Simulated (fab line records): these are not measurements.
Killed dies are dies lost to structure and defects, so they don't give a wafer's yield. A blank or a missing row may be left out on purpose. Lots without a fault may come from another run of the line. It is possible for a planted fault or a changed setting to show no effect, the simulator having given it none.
The tool behind it: which one? + flow n5-finfet + 12 lots with 36 wafers sampled at 3 steps, on a route of 1938 steps

## WHAT THE GAUGES READ, wafer by wafer
N5_BEOL_M7_OCD_MEAS_38.
| lot  | measured     | on     | trench-depth-nm (nm) |
|------|--------------|--------|----------------------|
| L075 | day 9 10:36  | ocd-01 | 91.5 92.2 93.4       |
| L076 | day 10 08:11 | ocd-02 | 91.8 90.8 101.6      |
| L079 | day 10 13:08 | ocd-01 | 96.1 93.6 92.7       |
| L082 | day 11 19:19 | ocd-02 | 93.2 95.8 92.9       |
| L083 | day 12 03:38 | ocd-02 | 91.5 92.4 94.4       |
| L085 | day 12 18:13 | ocd-02 | 94.7 91.7 93.6       |
| L088 | day 13 06:53 | ocd-02 | 90.0 92.3 91.8       |
| L089 | day 14 04:09 | ocd-01 | 92.0 90.6 91.2       |
| L091 | day 14 14:45 | ocd-02 | 94.5 92.8 92.1       |
| L095 | day 15 01:55 | ocd-02 | 91.1 93.5 91.5       |
| L094 | day 15 06:46 | ocd-01 | 94.2 101.1 93.4      |
| L096 | day 15 13:53 | ocd-02 | 91.5 93.7 90.5       |

## WHAT TOOL EACH LOT RAN ON (gives the tool, then ch and the chambers of the sampled wafers, and finally the start)
| lot  | N5_BEOL_M7_ETCH_66                 | N5_BEOL_M7_STRIP_80                           |
|------|------------------------------------|-----------------------------------------------|
| L075 | rie-diel-03 ch 1,2,3, day 9 10:15  | rie-diel-03 ch 1,2,3, day 9 10:36 or earlier  |
| L076 | rie-diel-02 ch 1,2,3, day 10 07:50 | rie-diel-02 ch 1,2,3, day 10 08:11 or earlier |
| L079 | rie-diel-02 ch 0,1,3, day 10 12:47 | rie-diel-02 ch 0,1,3, day 10 13:08 or earlier |
| L082 | rie-diel-03 ch 1,2,3, day 11 18:58 | rie-diel-03 ch 1,2,3, day 11 19:19 or earlier |
| L083 | rie-diel-03 ch 1,2, day 12 03:17   | rie-diel-03 ch 1,2, day 12 03:38 or earlier   |
| L085 | rie-diel-02 ch 0,3, day 12 17:52   | rie-diel-02 ch 0,3, day 12 18:13 or earlier   |
| L088 | rie-diel-03 ch 0,1,3, day 13 06:32 | rie-diel-03 ch 0,1,3, day 13 06:53 or earlier |
| L089 | rie-diel-01 ch 0,1, day 13 18:47   | rie-diel-01 ch 0,1, day 14 04:09 or earlier   |
| L091 | rie-diel-02 ch 0,1,3, day 14 14:24 | rie-diel-02 ch 0,1,3, day 14 14:45 or earlier |
| L095 | rie-diel-03 ch 0,1,3, day 15 01:34 | rie-diel-03 ch 0,1,3, day 15 01:55 or earlier |
| L094 | rie-diel-02 ch 0,2, day 15 06:25   | rie-diel-02 ch 0,2, day 15 06:46 or earlier   |
| L096 | rie-diel-02 ch 0,3, day 15 13:32   | rie-diel-02 ch 0,3, day 15 13:53 or earlier   |
- N5_BEOL_M7_ETCH_66: etches SOC in N2/H2, target depth 80 nm, overetch 16 nm, time 120 s.
- N5_BEOL_M7_STRIP_80: strips in N2/H2, time 10 s.

## THE ANSWER, worked out from the rows above alone
Rule: what is usual is taken from the lots themselves. Put in order of their means at a reading, lots are off if they are a third of the lots or fewer, leave a main group of 4 or more, and stand apart from it by a gap of 3 or more times the standard deviation of the main group's means; of several such gaps the widest counts. A main group is skipped when, at the precision printed for the reading in the tables above, its means are all equal. Also off: a lot with no number at a reading for which 4 or more lots have one. Where the step has rows for the other lots, those lots are counted as sound.
Across all readings shown, no lot is off: no conclusion can be drawn from this.

## WHAT HAD BEEN PUT IN BY THE SIMULATOR
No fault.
